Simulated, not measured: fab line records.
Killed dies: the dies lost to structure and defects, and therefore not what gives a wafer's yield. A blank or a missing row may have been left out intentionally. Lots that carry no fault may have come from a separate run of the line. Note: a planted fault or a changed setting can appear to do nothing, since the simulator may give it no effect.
A struck lot beside a sound one || flow n5-finfet || 41 out of 1938 route steps
Sound: the wafers L670.2, L670.5, L670.6. Wafers struck: L675.2, L675.3, L675.4. Last of all comes the cause.
For every step that has rows: the tool of each side, followed by ch and its chambers, followed by its first start. Under that, the readings that differ: sound wafers || struck wafers || difference of the means || sigmas: that difference in standard deviations of wafers without a fault.
alike: readings with means less than 2 such deviations apart, plus words and numbers identical on both sides. not compared: withheld readings, readings lacking a value on some wafer, bounds such as >300 that could conceal the same value, and numbers that have no deviation in the record and whose values overlap.
The two part at a step that has a row with sigmas, a row that says differs or no value, or rows on one side only. Numbers that have no deviation but don't overlap get no sigmas and don't part them. A reading that every wafer of one side lacks parts them only if that side has two wafers or more.

first, 1 step without rows for these wafers: N5_BEOL_M5_SRD_43 (time 30 s).
N5_BEOL_M5_CD_MEAS_35: target cd 28 nm, target cd y 24 nm.
  struck on cd-sem-01, day 11 01:17; sound on cd-sem-03, day 9 15:52
  alike: cd-nm
N5_BEOL_M5_CURE_80: cures SiCOH lowk, time 120 s.
  sound on uv-cure-01 ch 1, day 9 16:05; struck on uv-cure-02 ch 0, day 11 01:23
  alike: lamp-power-pct, wafer_temp_C_max
N5_BEOL_M5_DEGAS_44: time 60 s.
  struck on pvd-sputter-02, day 11 02:05; sound on pvd-sputter-01, day 9 16:27
  alike: heater-power-w, susceptor-temp-C
then, 8 steps without rows for these wafers: N5_BEOL_M5_PRE_CLEAN_45 (time 30 s); N5_BEOL_M5_ALD_86 (deposits TaN, pulse time 2 s, purge time 3 s, co reactant purge time 2 s); N5_BEOL_M5_SURFACE_TREAT_87; N5_BEOL_M5_CVD_47 (deposits Co from CCTBA/H2, target thk 3 nm, time 216 s); N5_BEOL_M5_SPUTTER_48 (material Cu, target thk 15 nm, time 27.62 s); N5_BEOL_M5_ANNEAL_49 (time 1800 s); N5_BEOL_M5_SPUTTER_81 (material Cu, target thk 15 nm, time 27.62 s); N5_BEOL_M5_ANNEAL_82 (time 1800 s).
N5_BEOL_M5_SPUTTER_83: material Cu, target thk 15 nm, time 27.62 s.
  struck on pvd-sputter-02, day 11 05:03; sound on pvd-sputter-02, day 9 19:39
  alike: susceptor-temp-C, throttle-valve-pct
then, 1 step without rows for these wafers: N5_BEOL_M5_ANNEAL_84 (time 1800 s).
N5_BEOL_M5_SPUTTER_88: material Cu, target thk 15 nm, time 27.62 s.
  struck on pvd-sputter-02, day 11 06:08; sound on pvd-sputter-02, day 9 20:44
  alike: susceptor-temp-C, throttle-valve-pct
then, 1 step without rows for these wafers: N5_BEOL_M5_ANNEAL_89 (time 1800 s).
N5_BEOL_M5_SPUTTER_90: material Cu, target thk 4.5 nm, time 8.29 s.
  struck on pvd-sputter-02, day 11 07:13; sound on pvd-sputter-02, day 9 21:50
  alike: susceptor-temp-C, throttle-valve-pct
then, 2 steps without rows for these wafers: N5_BEOL_M5_ECD_50 (material Cu, target thk 300 nm); N5_BEOL_M5_ANNEAL_51 (time 90 s).
N5_BEOL_M5_CMP_52: polishes, stops on SiCOH lowk, t overpolish 6.9 s, target thk 62 nm.
  sound on cmp-03 ch 1,2,3, day 9 22:26; struck on cmp-04 ch 0,1,2, day 11 07:43
  alike: barrier-field-endpoint-s, motor-current-A, overpolish-run-s, time-to-endpoint-s
then, 4 steps without rows for these wafers: N5_BEOL_M5_PRE_CLEAN_77 (time 15 s); N5_BEOL_M5_CO_CAP_78 (material Co, precursor CCTBA/H2, target thk 2 nm, time 102.1 s); N5_BEOL_M5_PRE_CLEAN_55 (time 15 s); N5_BEOL_M5_DEP_56 (deposits SiCN from 3MS/NH3, target thk 8 nm, time 14 s).
N5_BEOL_M5_RS_MEAS_57: a four-point-probe measurement.
  struck on film-metro-01, day 11 08:17; sound on film-metro-01, day 9 22:53
  alike: M5_RS
then, 2 steps without rows for these wafers: N5_BEOL_M6_ILD_DEP_00 (deposits SiCOH lowk from DEMS/porogen, target thk 179.75 nm, time 33.4 s); N5_BEOL_M6_CURE_74 (cures SiCOH lowk, time 240 s).
N5_BEOL_M6_THK_MEAS_01:
  struck on film-metro-02, day 11 08:56; sound on film-metro-02, day 9 23:32
  alike: M6_ILD_THK
then, 10 steps without rows for these wafers: N5_BEOL_M6_PECVD_70 (deposits SiO2 from TEOS/O2, target thk 20 nm, time 22.7 s); N5_BEOL_M6_HM_DEP_02 (deposits TiN, target thk 20 nm); N5_BEOL_M6_COAT_59 (time 60 s, resist thk 100 nm); N5_BEOL_M6_COAT_60 (time 60 s, resist thk 35 nm); N5_BEOL_M6_COAT_05 (resist thk 90 nm); N5_BEOL_M6_EBR_07; N5_BEOL_M6_SOFTBAKE_06 (time 60 s); N5_BEOL_M6_EXPOSE_08 (exposes mask M6); N5_BEOL_M6_PEB_09 (peb time 60 s); N5_BEOL_M6_DEVELOP_10 (develop time 30 s).
N5_BEOL_M6_CD_MEAS_11 targets a cd of 38.5 nm.
  sound on cd-sem-02 ch 0, day 10 00:45; struck on cd-sem-03 ch 0, day 11 10:29
  alike: cd-nm
N5_BEOL_M6_OVL_MEAS_12:
  sound on overlay-01 ch 0, day 10 00:47; struck on overlay-01 ch 0, day 11 10:31
  alike: M6_OVL
-- the record jumps here: 4 days lie between the struck wafers' starts before and after (it left off in module BEOL_M6 and takes up again in module PASSIVATION, whose first step shown is number 1936 of the route) --
N5_PASSIVATION_PROBE_49:
  rows exist in the record for the struck wafers here (prober-02, day 15 01:47), but not for the sound ones

== WHERE THEY PART ==
Within this record, at N5_PASSIVATION_PROBE_49 only.

WHY: the cause the simulator had injected
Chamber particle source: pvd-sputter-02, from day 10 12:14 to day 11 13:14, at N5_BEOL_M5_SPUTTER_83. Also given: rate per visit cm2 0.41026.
